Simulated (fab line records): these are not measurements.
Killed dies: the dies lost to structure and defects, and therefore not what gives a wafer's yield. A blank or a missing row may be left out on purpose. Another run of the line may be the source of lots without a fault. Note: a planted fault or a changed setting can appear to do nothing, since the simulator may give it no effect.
Chamber matching	flow nand harc	rie diel-08 running NHARC_A_STAIRCASE_TRIM_20: 4 sister chambers
The step chemistry O2, time 211.2 s. 22 wafers are shown with their chamber, then 11 later ones without.

== WAFERS, EACH WITH ITS CHAMBER ==
wafer	chamber	showerhead plenum p Torr (Torr)	rf vpp V (V)	oes product au (a.u.)
L076.1	3	3.31	57.2	0.993
L076.2	0	3.31	57.4	1.001
L076.6	1	3.43	56.8	1.000
L084.1	3	3.30	57.5	1.002
L084.4	1	3.42	58.0	1.009
L084.6	0	3.31	56.5	1.007
L083.2	0	3.31	56.4	1.000
L083.4	1	3.42	58.3	1.001
L083.5	1	3.42	57.2	0.990
L085.1	0	3.30	56.0	0.992
L085.3	3	3.29	56.1	0.995
L085.6	0	3.30	56.4	0.989
L088.3	1	3.42	58.1	1.002
L088.4	3	3.29	57.0	0.993
L088.5	0	3.30	57.3	0.995
L088.1	2	3.77	58.3	1.004
L088.2	0	3.30	57.2	0.993
L088.6	3	3.29	57.0	1.000
L089.1	2	3.76	57.8	1.002
L089.4	1	3.42	59.7	1.007
L089.5	3	3.29	58.6	0.995
L090.1	2	3.76	59.6	1.007

SIGNATURES (averages over the wafers above)
reading	chamber 0	chamber 1	chamber 2	chamber 3	scatter within a chamber
showerhead plenum p Torr	3.3043	3.4217	3.7633	3.2950	0.00611
rf vpp V	56.743	58.017	58.567	57.233	0.814
oes product au	0.99671	1.00150	1.00433	0.99633	0.00547
Rule: a wafer's distance from a chamber is the root of the sum, over the readings, of the square of ((its reading less the chamber's mean) divided by the reading's scatter). If the next closest chamber is less than 2 further off than the closest, the wafer can't be placed; otherwise it belongs to the closest. The scatter is the square root of a quotient: the sum, over the shown wafers, of each reading's squared deviation from its chamber's mean, divided by wafers minus chambers.

== WAFERS WITHOUT THEIR CHAMBER ==
wafer	showerhead plenum p Torr (Torr)	rf vpp V (V)	oes product au (a.u.)
L090.3	3.41	57.1	1.006
L090.6	3.76	57.9	1.009
L090.2	3.30	57.5	0.986
L090.4	3.29	58.4	1.003
L090.5	3.41	58.7	1.009
L092.2	3.29	57.1	1.016
L092.3	3.76	58.9	1.014
L092.6	3.30	57.3	1.000
L094.4	3.29	57.6	0.997
L094.5	3.29	58.0	1.003
L094.6	3.76	57.5	1.003

== WHICH CHAMBER EACH ONE RAN IN ==
wafer	from the rows above	in truth
L090.3	1	1
L090.6	2	2
L090.2	can't be placed: 3 or 0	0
L090.4	can't be placed: 3 or 0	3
L090.5	1	1
L092.2	can't be placed: 3 or 0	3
L092.3	2	2
L092.6	can't be placed: 3 or 0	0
L094.4	can't be placed: 3 or 0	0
L094.5	can't be placed: 3 or 0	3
L094.6	2	2
5 of 11 placed correctly. From these rows, 6 cannot be placed; in 6 the true chamber is one of the candidates. Placed wrongly: 0.
